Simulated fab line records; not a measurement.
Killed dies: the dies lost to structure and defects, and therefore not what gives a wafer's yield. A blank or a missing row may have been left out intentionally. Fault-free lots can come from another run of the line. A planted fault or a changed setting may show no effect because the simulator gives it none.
fab line records    flow n5-finfet
record: lots: 5  wafers: 15  last-day: 16
route steps=1938 shown BEOL_M13@1707 BEOL_M14@1716 PASSIVATION@1936
lots that met no fault: from a run of the same line without faults
start-h: the number of hours between the record's first day and the start of the first shown wafer of the lot    wait-h: how many hours have passed since the lot's step before this one    " repeats the value in the row above    L1.1+2: a row that stands for several wafers    - no value, or no start given    * or withheld: withheld    < > ~ a bound
route shown NAME@n: a module of which the file shows steps, and the number in the route of the first    usual: mean and standard deviation over wafers with no fault    same: alike in all rows    chamber/n: place in a boat    sites: per-site readings    _std_site: how widely they spread, as a standard deviation    _edge_site: inner sites' mean taken away from outer sites' mean    radius-mm: how far each site lies from the wafer's centre    mask NAME#n: copy n    behind: the last tool/chamber to shape the wafer    hold: cause of the lot's hold/its duration in hours/its outcome    device: the transistor (n, p or np) that didn't switch    end of line: tests run on the same wafers once the route is complete    step lacking rows: just its recipe    killed: the dies lost at the first sort to structure and to defects; this is not the yield of the wafer    map: per-die view of a wafer (x killed, . not killed, _ where there is no die)
set.NAME: the setting as run; set.NAME@STEP: as run at that earlier step    model.NAME: the simulator's own value behind a step, which no gauge read
certain route steps with their lots: each step a table, each wafer a row
services: a tool's chamber out of use, with start hour (start-h, from the record's first day; less than 0 if before it), hours out, and reason
== steps ==
step: N5_BEOL_M13_SPUTTER_45
recipe: material: Cu  target-thk-a: 800  temp-c: -20  bias-v: 60  power-w: 26000  chamber-pressure-pa: 0.13  time-s: 13.33
step: N5_BEOL_M13_ECD_47
recipe: material: Cu  target-thk-a: 9360
step: N5_BEOL_M13_ANNEAL_48
recipe: temp-c: 225  time-s: 90  ambient: N2
step: N5_BEOL_M13_CMP_49
recipe: stop-on: SiOC  t-overpolish-s: 17.1  down-force-psi: 1  platen-rpm: 50  clearing-platen-down-force-psi: 1.5  clearing-platen-rpm: 50  post-cmp-clean: cu-alkaline  target-thk-nm: 420  clearing-platen-pad-velocity-m-s: 0.99484  pad-velocity-m-s: 0.99484
step: N5_BEOL_M13_PRE_CLEAN_52
recipe: gas: NH3  time-s: 15  temp-c: withheld  rf-power-w: 300
step: N5_BEOL_M13_DEP_53
recipe: material: SiCN  target-thk-a: 500  temp-c: withheld  precursor: 3MS/NH3  pressure-torr: 3  rf-w: 675  time-s: 17.8
step: N5_BEOL_M14_ILD_DEP_00
recipe: material: SiO2  target-thk-a: 11193  temp-c: 400  precursor: TEOS/O2  pressure-torr: 6.5  rf-w: 900  teos-flow-sccm: 161.4  gas: O2  flow-sccm: 2650  time-s: 237.4
step: N5_BEOL_M14_COAT_58
recipe: resist: BARC  temp-c: 205  time-s: 60  spin-rpm: 1500  resist-thk-nm: 89
step: N5_BEOL_M14_COAT_04
recipe: spin-rpm: 1704  resist-thk-nm: 800
usual: dispense-pressure-kPa: 47.6/2.4  spin-speed-rpm: 1704.2/1.2
lot.wafer  tool            chamber  start-h  wait-h  dispense-pressure-kPa  spin-speed-rpm  model.coat_of_BEOL_M14_COAT_04.thk-nm
L608.1     litho-track-01  0        273.82   -       45.9                   1705.1          799.8
L608.2     "               0        "        "       45.9                   1705.3          798.2
L608.6     "               0        "        "       45.9                   1705.3          799.2
L615.1     litho-track-01  0        323.66   -       45.9                   1747.0          789
L615.2     "               0        "        "       45.9                   1749.4          790
L615.3     "               0        "        "       45.9                   1747.0          792
L614.2     litho-track-01  0        331.91   -       45.9                   1745.8          792
L614.5     "               0        "        "       45.9                   1746.1          789.8
L614.6     "               0        "        "       45.9                   1745.2          789
L618.2     litho-track-01  0        334.36   -       45.9                   1745.9          792.2
L618.3     "               0        "        "       45.9                   1745.6          792.4
L618.5     "               0        "        "       45.9                   1748.6          794.6
L620.1     litho-track-03  0        366.54   -       51.4                   1704.9          799.4
L620.2     "               0        "        "       51.4                   1703.8          798.8
L620.3     "               0        "        "       51.4                   1705.3          798.2
step: N5_BEOL_M14_EBR_06
recipe: solvent: PGMEA  ebr-width-mm: 1.5
step: N5_BEOL_M14_SOFTBAKE_05
recipe: temp-c: 130  time-s: 60
step: N5_BEOL_M14_EXPOSE_07
recipe: mask-id: V13  na: 0.8  source-shape: annular  sigma-inner: 0.5  sigma-outer: 0.8  polarization: unpolarized  attpsm-phase-deg: 180  dose-mj: 57
step: N5_BEOL_M14_PEB_08
recipe: peb-temp-c: 130  peb-time-s: 90
step: N5_BEOL_M14_DEVELOP_09
recipe: develop-time-s: 45  rinse-liquid: diw  dry: air-spin  dev-temp-c: 21
step: N5_BEOL_M14_HARDBAKE_14
recipe: temp-c: 130  time-s: 120
step: N5_BEOL_M14_DESCUM_15
recipe: chemistry: O2  time-s: 7.9  source-power-w: 50  bias-power-w: 20  pressure-mtorr: 20  rf-frequency-hz: 2.712e+07  temp-c: 40  o2-flow-sccm: 225
step: N5_BEOL_M14_ETCH_59
recipe: chemistry: N2/H2  target: BARC  target-depth-a: 890  overetch-a: 267  time-s: 67.9  ion-energy-ev: 200  pressure-mtorr: 30  source-w: 840  bias-w: 150  n2-flow-sccm: 200  h2-flow-sccm: 200
usual: drypump-motor-current-A: 5.6/0.53  oes-product-au: 0.66/0.064  rf-vpp-V: 523.1/2.7  showerhead-plenum-p-Torr: 2.51/0.096  throttle-valve-pct: 17.99/0.24
lot.wafer  tool         chamber  start-h  wait-h  drypump-motor-current-A  oes-product-au  rf-hours-counter-h  rf-vpp-V  showerhead-plenum-p-Torr  throttle-valve-pct  model.coat_of_BEOL_M14_COAT_04.thk-nm
L608.1     rie-diel-04  2        274.60   0.0     4.9                      0.59            239                 525.2     2.61                      17.97               720.6
L608.2     "            1        "        "       5.8                      0.70            82                  524.0     2.57                      18.13               714.2
L608.6     "            2        "        "       4.9                      0.60            -                   526.3     2.61                      17.97               719.6
L615.1     rie-diel-04  0        324.22   0.0     6.0                      0.61            185                 526.7     2.65                      18.27               706.4
L615.2     "            1        "        "       5.8                      0.68            99                  526.5     2.56                      18.17               706.2
L615.3     "            3        "        "       4.9                      0.59            209                 520.9     2.42                      18.25               708
L614.2     rie-diel-06  2        333.38   0.0     5.6                      0.71            74                  526.1     2.55                      17.56               708.2
L614.5     "            0        "        "       6.4                      0.77            -                   522.3     2.49                      17.88               708.8
L614.6     "            3        "        "       5.1                      0.70            -                   522.5     2.47                      17.82               706
L618.2     rie-diel-05  2        336.40   0.0     6.5                      0.63            193                 523.1     2.53                      17.91               710.4
L618.3     "            0        "        "       5.8                      0.59            244                 523.4     2.50                      18.41               712.2
L618.5     "            3        "        "       5.4                      0.61            -                   522.2     2.49                      17.81               709.8
L620.1     rie-diel-06  3        367.06   0.0     5.1                      0.69            77                  521.8     2.47                      17.85               715.8
L620.2     "            2        "        "       5.6                      0.69            85                  526.6     2.55                      17.58               714.2
L620.3     "            0        "        "       6.5                      0.74            51                  522.4     2.49                      17.90               716.2
step: N5_BEOL_M14_VIA_ETCH_16
recipe: chemistry: C4F8/O2/Ar  target: SiO2  he-inner-torr: 15  he-outer-torr: 30  target-depth-a: 12313  time-s: withheld  ion-energy-ev: 800  pressure-mtorr: 20  source-w: 1905  bias-w: 2040  Ar_flow_sccm: 400  C4F8_flow_sccm: 16  O2_flow_sccm: 12  ends: cleared
step: N5_PASSIVATION_PROBE_49
usual: defect-limited-yield: 91.6/1.2  killed_at_M0_to_M3: 33/9.4  killed_at_M4_up: 13/5.2  killed-at-contacts: 13/5.6  killed-at-front-end: 37/9.5  killed-at-other: 4/3.1  killed-dies: 99/15  killed-open: 65/11  killed-short: 32/7.5  sort_bin_5_function: 4.9/0.77  sort_bin_6_memory: 3.1/0.65  sort_bin_8_speed: 0.01/0.056  sort-n-pass: 1081/15  sort-yield-pct: 91.6/1.2
same: gross-dies: 1180  killed-at-back-side: 0  sort_bin_4_leakage[%]: 0
lot.wafer  tool       chamber  start-h  wait-h  defect-limited-yield[%]  killed_at_M0_to_M3  killed_at_M4_up  killed-at-contacts  killed-at-front-end  killed-at-other  killed-dies  killed-open  killed-short  sort_bin_5_function[%]  sort_bin_6_memory[%]  sort_bin_8_speed[%]  sort-n-pass  sort-yield-pct[%]
L608.1     prober-01  -        309.26   0.0     91.9                     31                  8                21                  35                   1                96           76           20            5.0                     3.1                   0                    1084         91.9
L608.2     prober-01  -        309.31   0.1     93.0                     28                  10               9                   36                   0                83           53           30            4.2                     2.5                   0                    1097         93.0
L608.6     prober-01  -        309.51   0.3     92.3                     13                  12               24                  38                   4                91           60           27            4.9                     2.4                   0                    1089         92.3
L620.3     prober-01  -        394.01   0.1     90.7                     37                  9                12                  38                   14               110          68           40            5.1                     3.8                   0                    1070         90.7
killed by level:class
L608.1 MOL_CONTACT_COAG:geometric-particle:open=18 BEOL_M3:geometric-particle:open=10 FIN_SAQP:geometric-particle:open=8 BEOL_M1:geometric-particle:open=8 STI_FIN_REVEAL:geometric-particle:open=7 BEOL_M2:geometric-particle:open=5 GATE_CUT:geometric-particle:short=4 BEOL_M5:geometric-particle:open=4
L608.2 FIN_SAQP:geometric-particle:open=6 STI_FIN_REVEAL:geometric-particle:open=6 GATE_CUT:geometric-particle:short=6 BEOL_M0_SAQP:geometric-particle:short=6 BEOL_M3:geometric-particle:open=6 MOL_CONTACT_COAG:geometric-particle:open=5 GATE_CUT:geometric-particle:open=4 MOL_CONTACT_COAG:geometric-particle:short=4
L608.6 MOL_CONTACT_COAG:geometric-particle:open=22 FIN_SAQP:geometric-particle:open=6 STI_FIN_REVEAL:geometric-particle:open=6 BEOL_M3:geometric-particle:open=5 FIN_SAQP:geometric-particle:short=4 GATE_CUT:geometric-particle:short=4 HKMG_FIN:area-etch=4 GATE_CUT:geometric-particle:open=3
L620.3 FIN_SAQP:geometric-particle:open=15 BEOL_M0_SAQP:geometric-particle:short=12 MOL_CONTACT_COAG:geometric-particle:open=9 BEOL_M0_SAQP:geometric-particle:open=9 BEOL_M2:geometric-particle:open=8 FIN_SAQP:geometric-particle:short=7 DUMMY_GATE:geometric-particle:open=5 MIM_BOT:geometric-particle:open=5
== services ==
tool         chamber  start-h  hours  kind
rie-diel-04  3        277.18   5.2    repair
rie-diel-04  2        310.68   -      clean
rie-diel-04  2        310.68   -      consumable-replace:focus-ring
rie-diel-04  2        310.68   15.0   scheduled-down
rie-diel-04  2        310.68   15.0   vent-cycle
rie-diel-05  1        327.80   -      clean
rie-diel-05  1        327.80   -      consumable-replace:focus-ring
rie-diel-05  1        327.80   -      consumable-replace:showerhead
rie-diel-04  -        328.49   15.6   pm
rie-diel-05  0        347.40   -      clean
rie-diel-05  0        347.40   -      consumable-replace:focus-ring
rie-diel-05  0        347.40   19.4   scheduled-down
rie-diel-05  0        347.40   19.4   vent-cycle
== key ==
first-sign: step: N5_BEOL_M14_COAT_04  reading: spin-speed-rpm  direction: up  sigmas: 35  usual: *  struck: *
effect none on later readings
model-effect: step: N5_BEOL_M14_COAT_04  value: coat_of_BEOL_M14_COAT_04.thk-nm  without: 801  struck: 791.2
model-effect: step: N5_BEOL_M14_ETCH_59  value: coat_of_BEOL_M14_COAT_04.thk-nm  without: 718.2  struck: 708.4
met-at N5_BEOL_M14_COAT_04
struck-wafers L614.2,L614.5,L614.6,L615.1,L615.2,L615.3,L618.2,L618.3,L618.5
onset-between 273.82 323.66
fault: kind: process-parameter-drift  tool: litho-track-01  chamber: -  onset-h: 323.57  steps: N5_BEOL_M14_COAT_04  channel: spin-rpm  offset: *  shape: step  end-h: 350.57  acts-in: *  stated: *
